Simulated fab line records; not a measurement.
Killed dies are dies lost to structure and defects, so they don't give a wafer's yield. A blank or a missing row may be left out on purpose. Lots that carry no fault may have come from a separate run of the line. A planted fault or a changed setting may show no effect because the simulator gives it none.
What tool caused it? + flow n5-finfet + 24 lots with 72 wafers sampled at 4 steps, on a route of 1938 steps

== WHAT EACH GAUGE READ, for each wafer ==
N5_BEOL_M14_CD_MEAS_17: the cd target is 250 nm. Usual: cd-nm reads 250.6 nm (standard deviation 1.9).
| lot  | measured     | on        | cd-nm (nm)        | flag |
|------|--------------|-----------|-------------------|------|
| L075 | day 12 01:58 | cd-sem-01 | 250.0 253.2 252.1 |      |
| L074 | day 12 13:49 | cd-sem-03 | 249.2 252.3 248.6 |      |
| L076 | day 12 13:58 | cd-sem-03 | 249.1 249.8 250.9 |      |
| L077 | day 12 14:10 | cd-sem-01 | 249.0 248.0 249.2 |      |
| L078 | day 13 01:20 | cd-sem-01 | 252.9 250.2 251.5 |      |
| L079 | day 13 04:40 | cd-sem-03 | 251.3 250.8 250.8 |      |
| L082 | day 13 13:01 | cd-sem-03 | 251.3 253.3 248.6 |      |
| L080 | day 13 16:32 | cd-sem-03 | 249.9 252.4 249.9 |      |
| L081 | day 13 17:15 | cd-sem-01 | 249.9 249.8 252.3 |      |
| L083 | day 14 09:27 | cd-sem-02 | 251.0 251.5 250.3 |      |
| L086 | day 14 18:00 | cd-sem-03 | 247.6 249.9 250.8 |      |
| L085 | day 14 21:41 | cd-sem-02 | 251.9 250.7 252.4 |      |
| L084 | day 15 00:08 | cd-sem-02 | 249.8 250.5 249.5 |      |
| L089 | day 15 05:16 | cd-sem-03 | 252.9 250.8 252.4 |      |
| L087 | day 15 07:52 | cd-sem-03 | 251.5 249.2 248.0 |      |
| L088 | day 15 08:38 | cd-sem-01 | 246.8 248.8 245.7 |      |
| L091 | day 15 11:05 | cd-sem-02 | 248.6 252.4 250.0 |      |
| L090 | day 15 13:33 | cd-sem-02 | 250.9 251.8 248.0 |      |
| L092 | day 15 23:04 | cd-sem-01 | 252.2 253.8 253.0 |      |
| L093 | day 16 01:37 | cd-sem-01 | 250.3 250.3 248.8 |      |
| L094 | day 16 20:33 | cd-sem-02 | 251.0 251.4 252.5 |      |
| L095 | day 17 02:32 | cd-sem-01 | 251.5 253.6 253.5 |      |
| L097 | day 17 07:53 | cd-sem-01 | 253.3 249.9 253.5 |      |
| L096 | day 17 15:33 | cd-sem-01 | 249.4 248.8 246.2 |      |

N5_BEOL_M14_INSPECT_55: inspects for defects (darkfield). Usual: raw-defect-count reads 73 (standard deviation 25).
| lot  | measured     | on                | raw-defect-count | flag |
|------|--------------|-------------------|------------------|------|
| L075 | day 12 05:05 | defect-inspect-02 | 59 47 44         |      |
| L074 | day 12 18:22 | defect-inspect-01 | 76 65 98         |      |
| L076 | day 12 19:52 | defect-inspect-02 | 43 52 49         |      |
| L077 | day 12 19:59 | defect-inspect-01 | 110 57 86        |      |
| L078 | day 13 07:53 | defect-inspect-01 | 98 59 88         |      |
| L079 | day 13 08:14 | defect-inspect-02 | 112 64 119       |      |
| L082 | day 13 16:44 | defect-inspect-01 | 77 115 71        |      |
| L080 | day 13 19:25 | defect-inspect-02 | 79 51 87         |      |
| L081 | day 14 00:40 | defect-inspect-01 | 109 89 65        |      |
| L083 | day 14 14:30 | defect-inspect-02 | 57 99 131        |      |
| L086 | day 15 04:20 | defect-inspect-02 | 100 93 83        |      |
| L085 | day 15 04:34 | defect-inspect-01 | 50 94 64         |      |
| L084 | day 15 05:43 | defect-inspect-02 | 61 75 75         |      |
| L089 | day 15 08:04 | defect-inspect-02 | 132 103 77       |      |
| L087 | day 15 14:42 | defect-inspect-01 | 102 136 45       |      |
| L088 | day 15 20:56 | defect-inspect-02 | 77 40 45         |      |
| L091 | day 15 22:15 | defect-inspect-01 | 69 74 53         |      |
| L090 | day 16 01:00 | defect-inspect-02 | 56 91 77         |      |
| L092 | day 16 05:09 | defect-inspect-01 | 49 35 47         |      |
| L093 | day 16 06:34 | defect-inspect-02 | 84 69 96         |      |
| L094 | day 17 01:02 | defect-inspect-02 | 63 87 74         |      |
| L095 | day 17 11:14 | defect-inspect-01 | 38 21 42         |      |
| L097 | day 17 11:43 | defect-inspect-02 | 72 52 47         |      |
| L096 | day 17 18:47 | defect-inspect-01 | 108 79 85        |      |

N5_BEOL_M15_CD_MEAS_28: the cd target is 407.6 nm. Usual: cd-nm reads 408.1 nm (standard deviation 1.7).
| lot  | measured     | on        | cd-nm (nm)        | flag |
|------|--------------|-----------|-------------------|------|
| L075 | day 12 07:35 | cd-sem-02 | 408.6 408.6 407.7 |      |
| L074 | day 12 20:45 | cd-sem-01 | 408.2 406.8 407.4 |      |
| L076 | day 12 22:08 | cd-sem-02 | 406.1 404.3 404.6 |      |
| L077 | day 12 22:18 | cd-sem-03 | 409.6 408.6 408.4 |      |
| L078 | day 13 10:13 | cd-sem-02 | 409.9 408.8 410.5 |      |
| L079 | day 13 10:34 | cd-sem-03 | 409.7 407.7 407.1 |      |
| L082 | day 13 19:06 | cd-sem-02 | 408.6 404.8 407.1 |      |
| L080 | day 13 21:44 | cd-sem-01 | 406.7 408.6 408.1 |      |
| L081 | day 14 02:49 | cd-sem-03 | 409.1 409.8 410.1 |      |
| L083 | day 14 16:46 | cd-sem-01 | 408.9 408.8 409.2 |      |
| L086 | day 15 06:31 | cd-sem-02 | 408.6 409.4 409.4 |      |
| L085 | day 15 07:07 | cd-sem-01 | 409.0 408.9 407.9 |      |
| L084 | day 15 08:01 | cd-sem-01 | 407.0 407.0 407.4 |      |
| L089 | day 15 10:43 | cd-sem-02 | 404.4 406.2 405.1 |      |
| L087 | day 15 16:53 | cd-sem-03 | 406.4 409.0 406.8 |      |
| L088 | day 15 23:25 | cd-sem-02 | 408.2 409.0 407.1 |      |
| L091 | day 16 00:35 | cd-sem-01 | 410.4 410.9 411.2 |      |
| L090 | day 16 03:03 | cd-sem-01 | 406.4 407.9 407.5 |      |
| L092 | day 16 07:13 | cd-sem-02 | 408.8 410.3 406.8 |      |
| L093 | day 16 08:44 | cd-sem-01 | 409.4 410.0 410.0 |      |
| L094 | day 17 03:05 | cd-sem-01 | 405.7 408.6 407.6 |      |
| L095 | day 17 13:32 | cd-sem-03 | 406.6 405.7 408.4 |      |
| L097 | day 17 14:07 | cd-sem-03 | 408.3 407.8 407.3 |      |
| L096 | day 17 20:58 | cd-sem-02 | 407.9 408.5 407.8 |      |

== TOOL THAT RAN EACH LOT (tool first, then ch and the chambers of the sampled wafers, then the start) ==
| lot  | N5_BEOL_M14_ETCH_68                |
|------|------------------------------------|
| L075 | rie-diel-06 ch 0,2,3, day 12 02:41 |
| L074 | rie-diel-06 ch 1,2, day 12 14:25   |
| L076 | rie-diel-05 ch 0,2,3, day 12 14:41 |
| L077 | rie-diel-01 ch 0,1,2, day 12 15:01 |
| L078 | rie-diel-01 ch 0,2, day 13 02:03   |
| L079 | rie-diel-06 ch 0,2, day 13 05:17   |
| L082 | rie-diel-05 ch 0,2, day 13 14:02   |
| L080 | rie-diel-01 ch 0,3, day 13 17:16   |
| L081 | rie-diel-01 ch 0,2,3, day 13 17:51 |
| L083 | rie-diel-05 ch 1,2, day 14 10:02   |
| L086 | rie-diel-01 ch 0,3, day 14 18:43   |
| L085 | rie-diel-05 ch 0,3, day 14 22:19   |
| L084 | rie-diel-06 ch 1,2,3, day 15 00:44 |
| L089 | rie-diel-01 ch 0,3, day 15 05:51   |
| L087 | rie-diel-06 ch 0,2,3, day 15 08:53 |
| L088 | rie-diel-06 ch 0,1,3, day 15 09:28 |
| L091 | rie-diel-01 ch 0,1,2, day 15 11:48 |
| L090 | rie-diel-01 ch 1,2,3, day 15 14:09 |
| L092 | rie-diel-05 ch 1,2, day 15 23:47   |
| L093 | rie-diel-06 ch 0,2,3, day 16 02:20 |
| L094 | rie-diel-01 ch 0,1, day 16 21:16   |
| L095 | rie-diel-05 ch 0,2,3, day 17 03:15 |
| L097 | rie-diel-01 ch 0,1, day 17 08:28   |
| L096 | rie-diel-06 ch 1,2,3, day 17 16:16 |
- N5_BEOL_M14_ETCH_68: etches SOC in N2/H2, time 450 s.

== AS READ BY THE TOOLS THEMSELVES (means over the sampled wafers that have a number; for cases with no such wafer, the mark the record gives instead) ==
N5_BEOL_M14_ETCH_68. Usual: drypump-motor-current-A 5.6 A, standard deviation 0.42; n2-flow-sccm 200.0 sccm, standard deviation 0.56; oes-product-au 0.82 a.u., standard deviation 0.064; rf-vpp-V 524.6 V, standard deviation 1.9; showerhead-plenum-p-Torr 2.56 Torr, standard deviation 0.066; throttle-valve-pct 17.73 %, standard deviation 0.16.
| lot  | tool        | drypump-motor-current-A (A) | n2-flow-sccm (sccm) | oes-product-au (a.u.) | rf-vpp-V (V) | showerhead-plenum-p-Torr (Torr) | throttle-valve-pct (%) | flag |
|------|-------------|-----------------------------|---------------------|-----------------------|--------------|---------------------------------|------------------------|------|
| L075 | rie-diel-06 | 5.2                         | 200.3               | 0.81                  | 526.5        | 2.60                            | 17.79                  |      |
| L074 | rie-diel-06 | 5.6                         | 199.4               | 0.77                  | 525.3        | 2.58                            | 17.76                  |      |
| L076 | rie-diel-05 | 6.0                         | 200.1               | 0.83                  | 523.7        | 2.55                            | 17.71                  |      |
| L077 | rie-diel-01 | 5.5                         | 200.3               | 0.82                  | 524.6        | 2.55                            | 17.64                  |      |
| L078 | rie-diel-01 | 5.3                         | 200.8               | 0.82                  | 523.8        | 2.55                            | 17.61                  |      |
| L079 | rie-diel-06 | 5.3                         | 199.9               | 0.78                  | 526.3        | 2.63                            | 17.83                  |      |
| L082 | rie-diel-05 | 5.8                         | 199.6               | 0.79                  | 523.3        | 2.50                            | 17.76                  |      |
| L080 | rie-diel-01 | 5.5                         | 200.4               | 0.90                  | 525.8        | 2.58                            | 17.62                  |      |
| L081 | rie-diel-01 | 5.3                         | 200.1               | 0.87                  | 525.6        | 2.57                            | 17.63                  |      |
| L083 | rie-diel-05 | 5.8                         | 199.6               | 0.81                  | 522.8        | 2.46                            | 17.86                  |      |
| L086 | rie-diel-01 | 5.5                         | 200.2               | 0.84                  | 524.2        | 2.56                            | 17.63                  |      |
| L085 | rie-diel-05 | 5.9                         | 200.3               | 0.79                  | 524.2        | 2.58                            | 17.66                  |      |
| L084 | rie-diel-06 | 5.6                         | 200.1               | 0.87                  | 527.1        | 2.65                            | 17.63                  |      |
| L089 | rie-diel-01 | 5.5                         | 199.8               | 0.87                  | 524.7        | 2.57                            | 17.64                  |      |
| L087 | rie-diel-06 | 5.2                         | 200.0               | 0.79                  | 525.7        | 2.59                            | 17.84                  |      |
| L088 | rie-diel-06 | 5.5                         | 200.2               | 0.83                  | 524.7        | 2.60                            | 17.80                  |      |
| L091 | rie-diel-01 | 5.5                         | 199.5               | 0.80                  | 524.7        | 2.54                            | 17.68                  |      |
| L090 | rie-diel-01 | 5.5                         | 200.3               | 0.83                  | 524.3        | 2.56                            | 17.69                  |      |
| L092 | rie-diel-05 | 5.8                         | 199.6               | 0.80                  | 521.2        | 2.45                            | 17.88                  |      |
| L093 | rie-diel-06 | 5.2                         | 199.6               | 0.78                  | 525.4        | 2.59                            | 17.84                  |      |
| L094 | rie-diel-01 | 5.6                         | 199.9               | 0.77                  | 524.3        | 2.53                            | 17.71                  |      |
| L095 | rie-diel-05 | 5.9                         | 200.4               | 0.79                  | 523.8        | 2.53                            | 17.78                  |      |
| L097 | rie-diel-01 | 5.6                         | 200.1               | 0.78                  | 524.2        | 2.53                            | 17.70                  |      |
| L096 | rie-diel-06 | 5.5                         | 200.5               | 0.83                  | 526.7        | 2.64                            | 17.67                  |      |

== THE ANSWER, worked out from the rows above alone ==
Rule: take the mean of a lot's wafers that have a number; if it is more than 3 standard deviations from the usual mean, the lot is off. Also off: a lot with no number at a reading for which 4 or more lots have one. The other lots that the step has rows for count as sound. Order of review: gauges by route order, followed by the tools' own readings, for which a lot's mean as printed above is used. At the first step where some lot is off, the reading lying furthest off is the one used; lots without a number count as furthest.
Nothing can be told from this: no lot is off at any reading shown.

== WHAT THE SIMULATOR HAD PUT IN ==
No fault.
